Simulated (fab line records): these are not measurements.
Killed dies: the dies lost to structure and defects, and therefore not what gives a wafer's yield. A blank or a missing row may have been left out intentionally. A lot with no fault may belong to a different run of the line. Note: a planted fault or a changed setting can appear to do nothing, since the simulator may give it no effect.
Matching of chambers    flow n5-finfet    N5_GATE_CUT_HM_OPEN_40 on rie-diel-03: 4 sister chambers
The step chemistry C4F6/O2, target SiO2, target depth 139 nm, time 85.1 s. 22 wafers are shown with their chamber, then 11 later ones without.

WAFERS PAIRED WITH THEIR CHAMBERS
wafer   chamber  showerhead-plenum-p-Torr (Torr)  drypump-motor-current-A (A)  rf-vpp-V (V)
L078.1  0        2.94                             5.4                          673
L078.3  2        2.76                             5.8                          652
L078.6  0        2.94                             5.4                          674
L081.1  2        2.76                             5.9                          650
L081.5  2        2.76                             5.9                          649
L081.6  3        2.74                             5.2                          638
L083.2  0        2.94                             5.4                          676
L083.3  2        2.76                             5.9                          649
L083.4  1        2.81                             5.1                          655
L085.1  0        2.94                             5.4                          674
L085.3  2        2.76                             5.8                          650
L085.4  3        2.74                             5.2                          638
L086.1  3        2.74                             5.2                          638
L086.3  1        2.81                             5.1                          657
L086.5  1        2.81                             5.1                          658
L087.3  0        2.94                             5.4                          675
L087.4  3        2.74                             5.2                          638
L087.5  2        2.75                             5.9                          649
L091.1  3        2.74                             5.2                          637
L091.3  0        2.93                             5.4                          675
L091.6  1        2.81                             5.1                          655
L092.1  3        2.73                             5.2                          637

SIGNATURES, as means of the wafers listed above
reading                   chamber 0  chamber 1  chamber 2  chamber 3  scatter within a chamber
showerhead-plenum-p-Torr  2.9383     2.8100     2.7583     2.7383     0.00373
drypump-motor-current-A   5.400      5.100      5.867      5.200      0.0272
rf-vpp-V                  674.50     656.25     649.83     637.67     1.07
Rule: distance of a wafer from a chamber = root of the sum over the readings of ((wafer's reading minus chamber's mean) / reading's scatter) squared. If the next closest chamber is less than 2 further off than the closest, the wafer can't be placed; otherwise it belongs to the closest. The scatter: take each reading less its chamber's mean, square it, sum over the shown wafers, divide by the number of wafers less the number of chambers, and take the root.

WAFERS WITH NO CHAMBER GIVEN
wafer   showerhead-plenum-p-Torr (Torr)  drypump-motor-current-A (A)  rf-vpp-V (V)
L092.4  2.75                             5.8                          651
L092.6  2.73                             5.2                          637
L095.1  2.73                             5.2                          637
L095.2  2.75                             5.9                          649
L095.5  2.73                             5.2                          638
L096.1  2.75                             5.8                          651
L096.2  2.81                             5.1                          656
L096.6  2.73                             5.2                          639
L097.1  2.75                             5.9                          650
L097.3  2.93                             5.4                          675
L097.5  2.75                             5.8                          649

EACH ONE'S CHAMBER
wafer   from the rows above  in truth
L092.4  2                    2
L092.6  3                    3
L095.1  3                    3
L095.2  2                    2
L095.5  3                    3
L096.1  2                    2
L096.2  1                    1
L096.6  3                    3
L097.1  2                    2
L097.3  0                    0
L097.5  2                    2
Correctly placed: 11 of 11. Not placeable from these rows: 0. Placed wrongly: 0.
